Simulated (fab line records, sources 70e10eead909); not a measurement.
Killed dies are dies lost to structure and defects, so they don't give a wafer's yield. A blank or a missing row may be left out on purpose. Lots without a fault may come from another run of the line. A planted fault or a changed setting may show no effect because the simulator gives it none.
Chamber matching | flow nand_harc | NHARC_P_M0_PRE_CLEAN_31 on pecvd-03: 3 sister chambers
The step time 12 s. 6 wafers are shown with their chamber, then 7 later ones without.

WAFERS WITH THEIR CHAMBER
wafer  | chamber | heater_power_w (W)
L088.1 | 0       | 703
L088.3 | 2       | 553
L088.4 | 0       | 718
L088.6 | 1       | 652
L089.3 | 2       | 552
L089.4 | 1       | 620

WAFERS WITHOUT THEIR CHAMBER
wafer  | heater_power_w (W)
L089.5 | 547
L092.3 | 559
L092.4 | 659
L092.5 | 604
L093.2 | 625
L093.3 | 639
L093.4 | 661

WHICH CHAMBER EACH WENT THROUGH
wafer  | from the rows above     | in truth
L089.5 | 2                       | 2
L092.3 | 2                       | 2
L092.4 | can't be placed: 1 or 0 | 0
L092.5 | can't be placed: 1 or 2 | 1
L093.2 | 1                       | 1
L093.3 | 1                       | 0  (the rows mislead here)
L093.4 | can't be placed: 1 or 0 | 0
Placed correctly: 3 of 7. Can't be placed from these rows: 3 (the true chamber is among the candidates in 3). Placed wrongly: 1.
How it was worked out, from the rows above alone: a wafer's distance from a chamber is the root of the sum, over the readings, of the square of ((its reading less the chamber's mean) divided by the reading's scatter). The wafer belongs to the nearest chamber; if the next one is less than 2 further off, it can't be placed. A chamber's mean is the mean of its shown wafers. The scatter: the root of (the sum of the squares of (reading less its chamber's mean) over the shown wafers, divided by (wafers less chambers)).
